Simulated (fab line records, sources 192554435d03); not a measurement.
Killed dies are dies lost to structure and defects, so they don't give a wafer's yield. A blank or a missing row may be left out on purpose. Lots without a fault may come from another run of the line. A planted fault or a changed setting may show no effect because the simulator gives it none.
Which tool did it? | flow n5_finfet | 7 lots, 20 wafers sampled, at 4 steps of a route of 1938

WHAT THE GAUGES READ, wafer by wafer
N5_SD_ACTIVATION_RS_MEAS_03: measures by four-point-probe.
lot  | measured    | on            | RS_SD_P (ohm/sq)
L962 | day 3 20:41 | film_metro-01 | 55.0 56.0 54.3
L966 | day 4 16:27 | film_metro-01 | 56.9 55.9 56.4
L968 | day 5 04:19 | film_metro-01 | 56.6 56.7 57.2
L970 | day 5 21:23 | film_metro-01 | 55.9 54.6 54.7
L973 | day 6 12:13 | film_metro-02 | 56.4 56.6 56.4
L980 | day 8 03:29 | film_metro-02 | 62.0 62.6
L984 | day 9 09:56 | film_metro-02 | 55.9 56.2 55.8

WHICH TOOL RAN EACH LOT (tool, then ch and the chambers of the sampled wafers, then the start)
lot  | N5_SD_EPI_P_ETCH_16               | N5_SD_EPI_P_PRECLEAN_51        | N5_SD_ACTIVATION_RTA_00
L962 | rie_diel-01 ch 0,1, day 3 16:55   | epi_rpcvd-01 ch 0, day 3 17:19 | rtp_anneal-02 ch 0, day 3 20:18
L966 | rie_diel-03 ch 0,2,3, day 4 12:44 | epi_rpcvd-01 ch 0, day 4 13:07 | rtp_anneal-01 ch 0, day 4 16:02
L968 | rie_diel-01 ch 0,2,3, day 5 00:46 | epi_rpcvd-01 ch 0, day 5 01:09 | rtp_anneal-01 ch 0, day 5 03:55
L970 | rie_diel-03 ch 1,2,3, day 5 17:40 | epi_rpcvd-01 ch 0, day 5 18:04 | rtp_anneal-02 ch 0, day 5 21:00
L973 | rie_diel-03 ch 2,3, day 6 08:37   | epi_rpcvd-04 ch 0, day 6 09:03 | rtp_anneal-02 ch 0, day 6 11:50
L980 | rie_diel-01 ch 0,2, day 7 23:06   | epi_rpcvd-01 ch 0, day 7 23:28 | rtp_anneal-01 ch 0, day 8 03:05
L984 | rie_diel-06 ch 1,2, day 9 06:10   | epi_rpcvd-04 ch 0, day 9 06:35 | rtp_anneal-01 ch 0, day 9 09:32
- N5_SD_EPI_P_ETCH_16: etches SiO2 in CHF3/O2, target depth 5 nm.
- N5_SD_EPI_P_PRECLEAN_51: cleans in NF3:NH3, afs cycles 1, time 20 s, sublimation time 60 s.
- N5_SD_ACTIVATION_RTA_00: time 0 s.

THE ANSWER, worked out from the rows above alone
Rule: what is usual is taken from the lots themselves. Put in order of their means at a reading, lots are off if they are a third of the lots or fewer, leave a main group of 4 or more, and stand apart from it by a gap of 3 or more times the standard deviation of the main group's means; of several such gaps the widest counts. A main group whose means are all the same, to the digits that the tables above print for the reading, isn't used. A lot without any number at a reading at which 4 lots or more have one is off too. The other lots that the step has rows for count as sound.
Off: L980, at N5_SD_ACTIVATION_RS_MEAS_03 (RS_SD_P). The main group: mean 56.0 ohm/sq, standard deviation 0.68.
A tool fits if, at a process step before that reading, it ran every lot that is off, and no sound lot after the first of them. The gauges at N5_SD_ACTIVATION_RS_MEAS_03 are tried like those tools. Can't be told from this: 2 tools fit, rie_diel-01 at N5_SD_EPI_P_ETCH_16, epi_rpcvd-01 at N5_SD_EPI_P_PRECLEAN_51.

WHAT THE SIMULATOR HAD PUT IN
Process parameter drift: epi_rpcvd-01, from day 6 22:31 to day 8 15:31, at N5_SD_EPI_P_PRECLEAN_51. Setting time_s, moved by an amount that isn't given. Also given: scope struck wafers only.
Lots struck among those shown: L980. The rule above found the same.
